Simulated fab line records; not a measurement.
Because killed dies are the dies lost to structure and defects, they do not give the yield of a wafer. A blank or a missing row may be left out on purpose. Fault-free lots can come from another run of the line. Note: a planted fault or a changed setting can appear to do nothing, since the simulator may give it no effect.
fab line records | flow n5Finfet
[record] lots = 5 | wafers = 15 | lastDay = 16
route steps=1938 shown BEOL_M4@1052
lots with no fault: from the same line, run without faults
startH: hours from the record's opening day to when the first of the lot's shown wafers began | waitH: time in hours since the lot's previous step | " repeats the value in the row above | L1.1+2: a single row standing in for several wafers | - no value, or no start was given | * or withheld: withheld | < > ~ a bound
route shown NAME@n: a module of which the file shows steps, and the number in the route of the first | usual: mean/standard deviation taken from wafers without a fault | same: alike in all rows | chamber/n: place in a boat | sites: readings site by site | _std_site: standard deviation of those values | _edge_site: inner sites' mean taken away from outer sites' mean | radiusMm: how far each site lies from the wafer's centre | mask NAME#n: copy n | behind: tool/chamber where the wafer was last shaped | hold: why the lot was held/for how many hours/how that ended | device: the transistor (n, p or np) that didn't switch | end of line: tests run on the same wafers once the route is complete | where a step has no rows: the recipe by itself | killed: count of dies lost to structure and defects at first sort (not the wafer's yield) | map: dies across one wafer; x = killed, . = not, _ = none there
set.NAME: the setting as run; set.NAME@STEP: as run at that earlier step | model.NAME: the simulator's own value behind a step, which no gauge read
certain route steps with their lots: each step a table, each wafer a row
services: a tool's chamber out of use, with start hour (startH, from the record's first day; less than 0 if before it), hours out, and reason
[[steps]]
[step N5_BEOL_M4_SOFTBAKE_23]
[recipe] tempC = 110 | timeS = 60 | resist = CAR-EUV
[step N5_BEOL_M4_EXPOSE_25]
[recipe] maskId = V3 | na = 0.33 | sourceShape = quasar | sigmaInner = 0.2 | sigmaOuter = 0.8 | polarization = unpolarized | defocusNm = 5 | doseMj = 63
[step N5_BEOL_M4_PEB_26]
[recipe] pebTempC = 100 | pebTimeS = 60 | resist = CAR-EUV
[step N5_BEOL_M4_DEVELOP_27]
[recipe] developTimeS = 30 | developer = TMAH | resist = CAR-EUV | rinseLiquid = surfactantRinse | dry = airSpin | devTempC = 23
[step N5_BEOL_M4_CD_MEAS_28]
[recipe] targetCdNm = 26.2 | landingEnergyEv = 500 | detector = seInlens | targetCdYNm = 24.1 | polarity = opening
[usual] cdNm = 26.23/0.24
lot.wafer | tool     | chamber | startH | waitH | cdNm
L306.1    | cdSem-01 | 0       | 164.44 | -     | 26.08
L306.2    | "        | 0       | "      | "     | 26.16
L306.4    | "        | 0       | "      | "     | 26.12
L311.3    | cdSem-03 | 0       | 182.22 | -     | 26.00
L311.4    | "        | 0       | "      | "     | 26.30
L311.5    | "        | 0       | "      | "     | 25.81
L314.2    | cdSem-02 | 0       | 226.02 | -     | 26.47
L314.4    | "        | 0       | "      | "     | 26.72
L314.6    | "        | 0       | "      | "     | 26.39
L323.2    | cdSem-03 | 0       | 274.64 | -     | 26.07
L323.3    | "        | 0       | "      | "     | 26.16
L323.6    | "        | 0       | "      | "     | 26.00
L324.3    | cdSem-02 | 0       | 276.11 | -     | 26.58
L324.4    | "        | 0       | "      | "     | 25.68
L324.6    | "        | 0       | "      | "     | 26.18
[step N5_BEOL_M4_OVL_MEAS_29]
[recipe] pointsPerWafer = 522
[usual] V3_OVL = -0.1/0.72
lot.wafer | tool       | chamber | startH | waitH | V3_OVL[nm]
L306.1    | overlay-01 | 0       | 164.47 | 0.0   | -0.5
L306.2    | "          | 0       | "      | "     | -0.7
L306.4    | "          | 0       | "      | "     | -1.3
L311.3    | overlay-02 | 0       | 182.26 | 0.0   | -1.3
L311.4    | "          | 0       | "      | "     | -1.3
L311.5    | "          | 0       | "      | "     | -1.4
L314.2    | overlay-02 | 0       | 226.05 | 0.0   | 0.8
L314.4    | "          | 0       | "      | "     | 0.7
L314.6    | "          | 0       | "      | "     | 0.7
L323.2    | overlay-01 | 0       | 274.68 | 0.0   | 0.8
L323.3    | "          | 0       | "      | "     | 0.3
L323.6    | "          | 0       | "      | "     | 0.0
L324.3    | overlay-01 | 0       | 276.15 | 0.0   | 0.0
L324.4    | "          | 0       | "      | "     | -1.0
L324.6    | "          | 0       | "      | "     | -0.6
[step N5_BEOL_M4_INSPECT_30]
[recipe] mode = adi | inspectInstrument = brightfield
[usual] rawDefectCount = 418/100
lot.wafer | tool             | chamber | startH | waitH | rawDefectCount
L306.1    | defectInspect-01 | -       | 164.52 | 0.1   | 393
L306.2    | "                | -       | "      | "     | 442
L306.4    | "                | -       | "      | "     | 465
L311.3    | defectInspect-01 | -       | 182.31 | 0.0   | 430
L311.4    | "                | -       | "      | "     | 344
L311.5    | "                | -       | "      | "     | 462
L314.2    | defectInspect-01 | -       | 226.11 | 0.0   | 354
L314.4    | "                | -       | "      | "     | 444
L314.6    | "                | -       | "      | "     | 345
L323.2    | defectInspect-01 | -       | 274.73 | 0.0   | 634
L323.3    | "                | -       | "      | "     | 627
L323.6    | "                | -       | "      | "     | 418
L324.3    | defectInspect-01 | -       | 276.20 | 0.0   | 476
L324.4    | "                | -       | "      | "     | 585
L324.6    | "                | -       | "      | "     | 494
[step N5_BEOL_M4_DESCUM_33]
[recipe] chemistry = O2 | timeS = 7 | sourcePowerW = 50 | biasPowerW = 20 | pressureMtorr = 20 | rfFrequencyHz = 2.712e+07 | tempC = 40 | resist = CAR-EUV | o2FlowSccm = 225
[usual] drypumpMotorCurrentA = 5.9/0.41 | oesProductAu = 0.78/0.088 | rfVppV = 243.5/1.2 | showerheadPlenumPTorr = 2.10/0.05 | throttleValvePct = 20.47/0.18
lot.wafer | tool       | chamber | startH | waitH | drypumpMotorCurrentA | oesProductAu | rfHoursCounterH | rfVppV | showerheadPlenumPTorr | throttleValvePct
L306.1    | rieDiel-04 | 0       | 164.56 | 0.0   | 5.4                  | 0.70         | 222             | 243.4  | 2.07                  | 20.44
L306.2    | "          | 3       | "      | "     | 6.1                  | 0.69         | 249             | 243.3  | 2.06                  | 20.52
L306.4    | "          | 2       | "      | "     | 5.2                  | 0.73         | 184             | 241.5  | 2.07                  | 20.65
L311.3    | rieDiel-04 | 1       | 182.34 | 0.0   | 5.7                  | 0.76         | 141             | 244.8  | 2.18                  | 20.63
L311.4    | "          | 0       | "      | "     | 5.4                  | 0.69         | 229             | 242.8  | 2.07                  | 20.44
L311.5    | "          | 1       | "      | "     | 5.7                  | 0.77         | -               | 245.8  | 2.18                  | 20.63
L314.2    | rieDiel-01 | 2       | 226.48 | 0.4   | 5.9                  | 0.72         | 163             | 244.3  | 2.09                  | 20.28
L314.4    | "          | 3       | "      | "     | 6.1                  | 0.82         | 71              | 242.8  | 2.12                  | 20.56
L314.6    | "          | 1       | "      | "     | 6.6                  | 0.70         | -               | 242.9  | 2.06                  | 20.62
L323.2    | rieDiel-04 | 0       | 274.77 | 0.0   | 5.4                  | 0.96         | 4               | 242.9  | 2.06                  | 20.10
L323.3    | "          | 2       | "      | "     | 5.1                  | 0.71         | 227             | 244.1  | 2.06                  | 20.70
L323.6    | "          | 1       | "      | "     | 5.7                  | 0.73         | -               | 244.5  | 2.16                  | 20.67
L324.3    | rieDiel-03 | 0       | 276.24 | 0.0   | 5.5                  | 0.98         | 7               | 244.2  | 2.14                  | 20.02
L324.4    | "          | 3       | "      | "     | 6.1                  | 0.94         | -               | 244.3  | 2.05                  | 20.12
L324.6    | "          | 0       | "      | "     | 5.5                  | 0.98         | -               | 244.3  | 2.14                  | 20.02
[step N5_BEOL_M4_ETCH_77]
[recipe] chemistry = N2/H2 | target = underlayer | targetDepthA = 65 | maskMaterial = CAR-EUV | timeS = 5.2 | ionEnergyEv = 200 | pressureMtorr = 30 | sourceW = 840 | biasW = 150 | n2FlowSccm = 200 | h2FlowSccm = 200 | ends = cleared
[usual] drypumpMotorCurrentA = 5.9/0.41 | etchRfOnTimeS = 5.22/0.07 | oesProductAu = 0.66/0.074 | rfVppV = 523.9/2.1 | showerheadPlenumPTorr = 2.55/0.062 | throttleValvePct = 17.97/0.19
lot.wafer | tool       | chamber | startH | waitH | drypumpMotorCurrentA | etchRfOnTimeS | oesProductAu | rfHoursCounterH | rfVppV | showerheadPlenumPTorr | throttleValvePct
L306.1    | rieDiel-04 | 0       | 164.59 | 0.0   | 5.4                  | 5.32          | 0.59         | 222             | 523.3  | 2.52                  | 17.96
L306.2    | "          | 3       | "      | "     | 6.0                  | 5.26          | 0.59         | 249             | 520.8  | 2.50                  | 18.07
L306.4    | "          | 2       | "      | "     | 5.2                  | 5.16          | 0.62         | 184             | 525.0  | 2.52                  | 18.13
L311.3    | rieDiel-04 | 1       | 182.38 | 0.0   | 5.7                  | 5.22          | 0.65         | 141             | 526.5  | 2.66                  | 18.18
L311.4    | "          | 0       | "      | "     | 5.4                  | 5.30          | 0.59         | 229             | 522.0  | 2.51                  | 18.00
L311.5    | "          | 1       | "      | "     | 5.7                  | 5.24          | 0.66         | -               | 526.0  | 2.66                  | 18.20
L314.2    | rieDiel-01 | 2       | 226.52 | 0.0   | 5.9                  | 5.20          | 0.62         | 164             | 521.9  | 2.54                  | 17.81
L314.4    | "          | 3       | "      | "     | 6.1                  | 5.17          | 0.71         | 71              | 522.0  | 2.57                  | 17.99
L314.6    | "          | 1       | "      | "     | 6.6                  | 5.15          | 0.59         | -               | 523.4  | 2.51                  | 18.22
L323.2    | rieDiel-04 | 0       | 274.81 | 0.0   | 5.4                  | 5.28          | 0.80         | 4               | 522.9  | 2.50                  | 17.59
L323.3    | "          | 2       | "      | "     | 5.1                  | 5.17          | 0.60         | 227             | 523.2  | 2.51                  | 18.18
L323.6    | "          | 1       | "      | "     | 5.7                  | 5.26          | 0.63         | -               | 528.6  | 2.64                  | 18.29
L324.3    | rieDiel-03 | 0       | 276.27 | 0.0   | 5.5                  | 5.12          | 0.82         | 7               | 525.5  | 2.61                  | 17.48
L324.4    | "          | 3       | "      | "     | 6.1                  | 5.05          | 0.82         | -               | 521.3  | 2.49                  | 17.57
L324.6    | "          | 0       | "      | "     | 5.5                  | 5.11          | 0.84         | -               | 523.7  | 2.61                  | 17.47
[step N5_BEOL_M4_ETCH_69]
[recipe] chemistry = CF4 | target = SiARC | targetDepthA = 156 | maskMaterial = CAR-EUV | timeS = 26 | ionEnergyEv = 80 | pressureMtorr = 40 | sourceW = 545 | biasW = 36 | Ar_flow_sccm = 100 | cf4FlowSccm = 100 | ends = cleared
[usual] drypumpMotorCurrentA = 5.9/0.41 | etchRfOnTimeS = 26.1/0.37 | oesProductAu = 0.66/0.074 | rfVppV = 184.2/1.1 | showerheadPlenumPTorr = 2.15/0.05 | throttleValvePct = 15.69/0.21
lot.wafer | tool       | chamber | startH | waitH | drypumpMotorCurrentA | etchRfOnTimeS | oesProductAu | rfHoursCounterH | rfVppV | showerheadPlenumPTorr | throttleValvePct
L306.1    | rieDiel-04 | 0       | 164.61 | 0.0   | 5.4                  | 26.1          | 0.60         | 222             | 183.5  | 2.12                  | 15.64
L306.2    | "          | 3       | "      | "     | 6.1                  | 26.0          | 0.59         | 249             | 183.3  | 2.11                  | 15.77
L306.4    | "          | 2       | "      | "     | 5.1                  | 25.5          | 0.63         | 185             | 182.1  | 2.13                  | 15.90
L311.3    | rieDiel-04 | 1       | 182.40 | 0.0   | 5.7                  | 26.1          | 0.66         | 141             | 187.4  | 2.23                  | 15.86
L311.4    | "          | 0       | "      | "     | 5.4                  | 26.8          | 0.59         | 229             | 184.5  | 2.11                  | 15.64
L311.5    | "          | 1       | "      | "     | 5.7                  | 26.1          | 0.65         | -               | 185.4  | 2.23                  | 15.85
L314.2    | rieDiel-01 | 2       | 226.53 | 0.0   | 5.9                  | 26.2          | 0.63         | 164             | 184.4  | 2.14                  | 15.52
L314.4    | "          | 3       | "      | "     | 6.1                  | 25.8          | 0.70         | 71              | 182.4  | 2.17                  | 15.68
L314.6    | "          | 1       | "      | "     | 6.7                  | 25.8          | 0.61         | -               | 184.1  | 2.12                  | 15.94
L323.2    | rieDiel-04 | 0       | 274.82 | 0.0   | 5.4                  | 26.3          | 0.81         | 4               | 184.2  | 2.10                  | 15.20
L323.3    | "          | 2       | "      | "     | 5.1                  | 25.9          | 0.60         | 227             | 183.5  | 2.12                  | 15.99
L323.6    | "          | 1       | "      | "     | 5.7                  | 26.1          | 0.64         | -               | 185.8  | 2.22                  | 15.94
L324.3    | rieDiel-03 | 0       | 276.29 | 0.0   | 5.5                  | 26.0          | 0.83         | 7               | 183.2  | 2.19                  | 15.19
L324.4    | "          | 3       | "      | "     | 6.1                  | 25.7          | 0.81         | -               | 182.0  | 2.10                  | 15.31
L324.6    | "          | 0       | "      | "     | 5.5                  | 25.9          | 0.83         | -               | 185.1  | 2.19                  | 15.20
[step N5_BEOL_M4_ALD_98]
[recipe] material = SiO2 | targetThkA = 25 | tempC = 100 | aldPrecursorFamily = BDEAS | aldCoReactant = O2-plasma | pulseTimeS = 1 | coReactantPulseTimeS = 1 | purgeTimeS = 2 | coReactantPurgeTimeS = 2 | aldCycles = 17 | pressureTorr = 2
[usual] chamberPressureTorr = 2.001/0.004 | heaterPowerOuterW = 42/5.1 | heaterPowerW = 79/7.7 | precursorPulseHeightRel = 1.001/0.02
lot.wafer | tool      | chamber | startH | waitH | chamberPressureTorr | heaterPowerOuterW | heaterPowerW | precursorPulseHeightRel
L306.1    | aldSin-02 | 2       | 164.69 | 0.1   | 2.004               | 42                | 77           | 1.019
L306.2    | "         | 1       | "      | "     | 1.998               | 43                | 81           | 1.031
L306.4    | "         | 1       | "      | "     | 2.000               | 44                | 81           | 0.976
L311.3    | aldSin-01 | 1       | 182.52 | 0.1   | 2.008               | 41                | 79           | 1.012
L311.4    | "         | 3       | "      | "     | 2.003               | 41                | 75           | 0.978
L311.5    | "         | 2       | "      | "     | 1.997               | 32                | 67           | 0.994
L314.2    | aldSin-03 | 2       | 226.62 | 0.1   | 1.997               | 41                | 80           | 0.995
L314.4    | "         | 3       | "      | "     | 1.998               | 39                | 73           | 1.011
L314.6    | "         | 0       | "      | "     | 1.999               | 34                | 75           | 1.035
L323.2    | aldSin-01 | 1       | 275.56 | 0.7   | 2.002               | 42                | 81           | 0.995
L323.3    | "         | 3       | "      | "     | 1.993               | 41                | 74           | 0.965
L323.6    | "         | 1       | "      | "     | 2.004               | 41                | 80           | 1.029
L324.3    | aldSin-01 | 0       | 276.73 | 0.4   | 2.001               | 49                | 96           | 1.007
L324.4    | "         | 3       | "      | "     | 1.995               | 42                | 74           | 0.995
L324.6    | "         | 3       | "      | "     | 1.996               | 41                | 74           | 0.990
[step N5_BEOL_M4_ETCHBACK_99]
[recipe] chemistry = CHF3 | target = SiO2 | targetDepthA = 50 | timeS = 10.4 | sourceW = 215 | biasW = 47 | Ar_flow_sccm = 200 | CHF3_flow_sccm = 12 | ionEnergyEv = 100 | pressureMtorr = 30
[usual] drypumpMotorCurrentA = 6.0/0.4 | oesProductAu = 0.79/0.095 | rfVppV = 240.9/2.9 | showerheadPlenumPTorr = 2.17/0.057 | throttleValvePct = 17.12/0.21
lot.wafer | tool       | chamber | startH | waitH | drypumpMotorCurrentA | oesProductAu | rfHoursCounterH | rfVppV | showerheadPlenumPTorr | throttleValvePct
L306.1    | rieDiel-01 | 3       | 167.29 | 2.6   | 6.1                  | 0.86         | 49              | 239.4  | 2.19                  | 17.12
L306.2    | "          | 1       | "      | "     | 6.6                  | 0.73         | 195             | 240.3  | 2.14                  | 17.35
L306.4    | "          | 2       | "      | "     | 5.9                  | 0.76         | 142             | 242.0  | 2.17                  | 16.96
L311.3    | rieDiel-01 | 2       | 198.93 | 16.4  | 5.9                  | 0.74         | 154             | 242.0  | 2.16                  | 16.98
L311.4    | "          | 0       | "      | "     | 6.5                  | 0.87         | 38              | 246.5  | 2.28                  | 17.13
L311.5    | "          | 1       | "      | "     | 6.6                  | 0.71         | -               | 239.9  | 2.13                  | 17.36
L314.2    | rieDiel-04 | 1       | 226.74 | 0.1   | 5.7                  | 0.76         | 157             | 241.6  | 2.23                  | 17.30
L314.4    | "          | 2       | "      | "     | 5.1                  | 0.71         | 207             | 236.8  | 2.14                  | 17.43
L314.6    | "          | 3       | "      | "     | 6.0                  | 0.92         | -               | 236.4  | 2.11                  | 16.76
L323.2    | rieDiel-01 | 2       | 276.53 | 0.9   | 5.9                  | 0.72         | 182             | 241.4  | 2.15                  | 17.03
L323.3    | "          | 0       | "      | "     | 6.5                  | 0.82         | 66              | 245.0  | 2.27                  | 17.19
L323.6    | "          | 3       | "      | "     | 6.1                  | 0.81         | -               | 239.9  | 2.17                  | 17.18
L324.3    | rieDiel-04 | 0       | 281.37 | 4.6   | 5.4                  | 0.93         | 6               | 242.3  | 2.11                  | 16.68
L324.4    | "          | 2       | "      | "     | 5.1                  | 0.69         | 229             | 236.6  | 2.13                  | 17.47
L324.6    | "          | 0       | "      | "     | 5.4                  | 0.94         | -               | 241.8  | 2.11                  | 16.68
[step N5_BEOL_M4_ETCH_70]
[recipe] chemistry = N2/H2 | target = SOC | targetDepthA = 800 | overetchA = 240 | maskMaterial = SiARC | tempC = 40 | timeS = 130 | ionEnergyEv = 200 | pressureMtorr = 30 | sourceW = 840 | biasW = 150 | n2FlowSccm = 200 | h2FlowSccm = 200
[usual] drypumpMotorCurrentA = 6.0/0.4 | oesProductAu = 0.58/0.066 | rfVppV = 524.2/2 | showerheadPlenumPTorr = 2.56/0.067 | tempC = 39.98/0.12 | throttleValvePct = 17.90/0.21
lot.wafer | tool       | chamber | startH | waitH | drypumpMotorCurrentA | oesProductAu | rfHoursCounterH | rfVppV | showerheadPlenumPTorr | tempC | throttleValvePct
L306.1    | rieDiel-01 | 3       | 167.33 | 0.0   | 6.1                  | 0.62         | 49              | 524.4  | 2.58                  | 40.12 | 17.90
L306.2    | "          | 1       | "      | "     | 6.6                  | 0.53         | 195             | 523.0  | 2.52                  | 40.16 | 18.15
L306.4    | "          | 2       | "      | "     | 5.9                  | 0.56         | 142             | 522.7  | 2.55                  | 39.83 | 17.73
L311.3    | rieDiel-01 | 2       | 198.97 | 0.0   | 5.9                  | 0.54         | 154             | 524.9  | 2.55                  | 40.84 | 17.75
L311.4    | "          | 0       | "      | "     | 6.5                  | 0.64         | 38              | 528.7  | 2.70                  | 40.04 | 17.86
L311.5    | "          | 1       | "      | "     | 6.7                  | 0.52         | -               | 522.6  | 2.52                  | 39.97 | 18.17
L314.2    | rieDiel-04 | 1       | 226.78 | 0.0   | 5.7                  | 0.55         | 157             | 525.6  | 2.65                  | 39.92 | 18.19
L314.4    | "          | 2       | "      | "     | 5.1                  | 0.52         | 207             | 525.3  | 2.51                  | 40.04 | 18.10
L314.6    | "          | 3       | "      | "     | 6.1                  | 0.67         | -               | 521.5  | 2.50                  | 39.80 | 17.63
L323.2    | rieDiel-01 | 2       | 276.57 | 0.0   | 5.9                  | 0.54         | 182             | 523.2  | 2.53                  | 40.07 | 17.80
L323.3    | "          | 0       | "      | "     | 6.5                  | 0.61         | 66              | 527.5  | 2.68                  | 40.12 | 17.91
L323.6    | "          | 3       | "      | "     | 6.1                  | 0.60         | -               | 523.4  | 2.56                  | 39.96 | 17.95
L324.3    | rieDiel-04 | 0       | 281.41 | 0.0   | 5.4                  | 0.69         | 6               | 521.7  | 2.50                  | 39.99 | 17.53
L324.4    | "          | 2       | "      | "     | 5.1                  | 0.51         | 229             | 522.5  | 2.51                  | 39.86 | 18.15
L324.6    | "          | 0       | "      | "     | 5.4                  | 0.69         | -               | 523.5  | 2.50                  | 39.77 | 17.55
[step N5_BEOL_M4_STRIP_71]
[recipe] chemistry = N2/H2 | tempC = 40 | n2FlowSccm = 200 | h2FlowSccm = 200 | rfFrequencyHz = 6e+07
[step N5_BEOL_M4_RC_MEAS_101]
[usual] DIBL_N = 36.3/1.2 | DIBL_P = 36.7/1.5 | IOFF_N = 0.164/0.02 | IOFF_P = 0.214/0.024 | ION_N = 673/8.5 | ION_P = 461/5.9 | SS_N = 71.6/0.44 | SS_P = 73.3/0.55 | VT_N = 249.4/2.4 | VT_P = -250.0/2.3
lot.wafer | tool      | chamber | startH | waitH | DIBL_N[mV/V] | DIBL_P[mV/V] | IOFF_N[nA/um] | IOFF_P[nA/um] | ION_N[uA/um] | ION_P[uA/um] | SS_N[mV/dec] | SS_P[mV/dec] | VT_N[mV] | VT_P[mV]
L306.1    | prober-02 | 0       | 171.73 | 0.0   | 35.2         | 33.6         | 0.146         | 0.190         | 674          | 462          | 71.2         | 72.8         | 250.3    | -249.2
L306.2    | "         | 0       | "      | "     | 36.0         | 34.6         | 0.151         | 0.207         | 660          | 462          | 71.9         | 73.1         | 250.2    | -248.8
L306.4    | "         | 0       | "      | "     | 36.6         | 34.5         | 0.158         | 0.204         | 666          | 457          | 71.4         | 73.3         | 250.9    | -249.3
L311.3    | prober-01 | 0       | 203.97 | 0.3   | 36.2         | 36.6         | 0.152         | 0.224         | 671          | 470          | 71.6         | 73.2         | 250.0    | -247.6
L311.4    | "         | 0       | "      | "     | 36.2         | 35.8         | 0.153         | 0.211         | 678          | 462          | 70.7         | 73.6         | 248.5    | -249.2
L311.5    | "         | 0       | "      | "     | 36.8         | 36.6         | 0.164         | 0.228         | 670          | 464          | 71.2         | 73.3         | 248.7    | -245.8
L314.2    | prober-01 | 0       | 232.39 | 0.2   | 37.4         | 38.2         | 0.176         | 0.252         | 673          | 467          | 72.1         | 73.2         | 248.4    | -246.0
L314.4    | "         | 0       | "      | "     | 36.3         | 37.4         | 0.160         | 0.228         | 664          | 460          | 71.9         | 73.2         | 248.9    | -250.0
L314.6    | "         | 0       | "      | "     | 37.3         | 38.4         | 0.179         | 0.254         | 678          | 466          | 71.8         | 74.4         | 247.0    | -246.8
L323.2    | prober-01 | 0       | 281.12 | 0.2   | 35.2         | 37.4         | 0.164         | 0.210         | 682          | 464          | 71.4         | 72.5         | 247.2    | -249.2
L323.3    | "         | 0       | "      | "     | 33.8         | 35.5         | 0.130         | 0.181         | 660          | 456          | 71.2         | 71.9         | 252.8    | -249.8
L323.6    | "         | 0       | "      | "     | 34.3         | 36.2         | 0.150         | 0.189         | 668          | 453          | 71.1         | 72.4         | 249.9    | -252.0
L324.3    | prober-01 | 0       | 286.79 | 0.3   | 35.1         | 35.0         | 0.169         | 0.209         | 679          | 461          | 71.6         | 72.9         | 248.7    | -251.1
L324.4    | "         | 0       | "      | "     | 34.8         | 35.3         | 0.159         | 0.197         | 676          | 460          | 71.4         | 73.4         | 249.4    | -250.2
L324.6    | "         | 0       | "      | "     | 35.9         | 36.5         | 0.183         | 0.225         | 676          | 459          | 71.9         | 74.0         | 246.8    | -248.9
[[services]]
tool       | chamber | startH | hours | kind
rieDiel-03 | 0       | 155.80 | 6.7   | repair
aldSin-02  | 3       | 156.59 | 14.0  | repair
aldSin-01  | -       | 159.36 | 2.8   | pm
aldSin-01  | -       | 163.98 | 6.0   | pm
aldSin-03  | -       | 166.32 | 13.6  | repair
rieDiel-04 | 3       | 168.49 | -     | clean
rieDiel-04 | 3       | 168.49 | -     | consumableReplace:focusRing
rieDiel-04 | 3       | 168.49 | 13.4  | scheduledDown
rieDiel-04 | 3       | 168.49 | 13.4  | ventCycle
aldSin-03  | -       | 179.96 | 6.0   | pm
rieDiel-03 | 1       | 180.59 | -     | clean
rieDiel-03 | 1       | 180.59 | -     | consumableReplace:focusRing
aldSin-02  | -       | 214.88 | 0.9   | repair
rieDiel-01 | 1       | 228.63 | 16.2  | repair
rieDiel-03 | -       | 239.55 | 1.0   | repair
rieDiel-04 | 0       | 244.31 | -     | clean
rieDiel-04 | 0       | 244.31 | -     | consumableReplace:focusRing
rieDiel-04 | 0       | 244.31 | 18.2  | scheduledDown
rieDiel-04 | 0       | 244.31 | 18.2  | ventCycle
aldSin-03  | 3       | 248.26 | 2.9   | repair
aldSin-02  | 2       | 256.59 | 6.6   | repair
rieDiel-03 | 1       | 261.09 | 19.7  | repair
aldSin-03  | 2       | 264.82 | 6.0   | repair
aldSin-02  | -       | 269.86 | 14.0  | pm
[[key]]
[firstSign] step = N5_BEOL_M4_ETCH_70 | reading = tempC | direction = up | sigmas = 7.5 | usual = * | struck = *
effect none on later readings
metAt N5_BEOL_M4_ETCH_70
struckWafers L311.3
onsetBetween 167.33 198.97
[fault] kind = processParameterDrift | tool = rieDiel-01 | chamber = 2 | onsetH = 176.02 | steps = N5_BEOL_M4_ETCH_70 | channel = tempC | offset = * | shape = step | endH = 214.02 | actsIn = * | stated = *
